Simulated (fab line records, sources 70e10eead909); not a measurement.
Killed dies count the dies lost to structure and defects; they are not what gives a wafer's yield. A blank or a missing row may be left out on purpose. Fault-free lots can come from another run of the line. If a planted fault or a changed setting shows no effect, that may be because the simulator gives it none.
Chamber matching	flow nand_harc	3 sister chambers for NHARC_A_STAIRCASE_DEP_151 on pecvd-03
The step deposits SiO2, target thk 3800 nm. 6 wafers are shown with their chamber, then 10 later ones without.

== WAFERS PAIRED WITH THEIR CHAMBERS ==
wafer	chamber	heater_power_w (W)
L083.1	0	791
L089.1	2	655
L089.2	1	779
L089.5	0	627
L095.1	1	788
L095.2	2	759

== WAFERS WITH NO CHAMBER GIVEN ==
wafer	heater_power_w (W)
L095.4	647
L093.4	653
L093.5	606
L093.6	667
L096.3	644
L096.5	633
L096.6	638
L097.1	611
L097.2	657
L097.6	653

== CHAMBER TAKEN BY EACH ==
wafer	from the rows above	in truth
L095.4	can't be placed: 2 or 0 or 1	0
L093.4	can't be placed: 2 or 0 or 1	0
L093.5	can't be placed: 2 or 0 or 1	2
L093.6	can't be placed: 2 or 0 or 1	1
L096.3	can't be placed: 2 or 0 or 1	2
L096.5	can't be placed: 2 or 0 or 1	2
L096.6	can't be placed: 2 or 0 or 1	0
L097.1	can't be placed: 2 or 0 or 1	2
L097.2	can't be placed: 2 or 0 or 1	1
L097.6	can't be placed: 2 or 0 or 1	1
0 of 10 placed correctly. Not placeable from these rows: 10 (in 10, the candidates include the true chamber). Number placed wrongly: 0.
How it was worked out, from the rows above alone: a wafer's distance from a chamber is the root of the sum, over the readings, of the square of ((its reading less the chamber's mean) divided by the reading's scatter). If the next closest chamber is less than 2 further off than the closest, the wafer can't be placed; otherwise it belongs to the closest. For every chamber, the mean is computed from those of its wafers that are shown. The scatter: take each reading less its chamber's mean, square it, sum over the shown wafers, divide by the number of wafers less the number of chambers, and take the root.
